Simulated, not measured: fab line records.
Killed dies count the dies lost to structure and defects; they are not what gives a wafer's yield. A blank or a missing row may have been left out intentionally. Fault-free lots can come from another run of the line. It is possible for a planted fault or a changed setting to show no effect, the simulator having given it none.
Matching of chambers ; flow n5-finfet ; 3 sister chambers for N5_BEOL_M10_CURE_72 on uv-cure-01
The step cures SiCOH lowk, time 120 s. 3 wafers are shown with their chamber, then 7 later ones without.

== WAFERS PAIRED WITH THEIR CHAMBERS ==
wafer;chamber;wafer_temp_C_max
L081.6;2;371.6
L082.4;0;371.3
L088.5;1;373.3

== WAFERS MISSING THEIR CHAMBER ==
wafer;wafer_temp_C_max
L088.6;373.4
L094.3;371.4
L094.4;371.4
L094.6;371.5
L097.2;373.6
L097.4;372.9
L097.6;372.8

== THE CHAMBER EACH PASSED THROUGH ==
wafer;from the rows above;in truth
L088.6;1;1
L094.3;can't be placed: 0 or 2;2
L094.4;can't be placed: 0 or 2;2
L094.6;can't be placed: 2 or 0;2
L097.2;1;1
L097.4;1;1
L097.6;1;1
Correctly placed: 4 of 7. Can't be placed from these rows: 3 (the true chamber is among the candidates in 3). Wrongly placed: 0.
How it was worked out, from the rows above alone: a wafer's distance from a chamber is the root of the sum, over the readings, of the square of ((its reading less the chamber's mean) divided by the reading's scatter). If the next closest chamber is less than 2 further off than the closest, the wafer can't be placed; otherwise it belongs to the closest. A chamber's mean is the mean of its shown wafers. The scatter: with one shown wafer a chamber, the root of the mean of the squares of how far each hidden wafer lies from its nearest shown one.
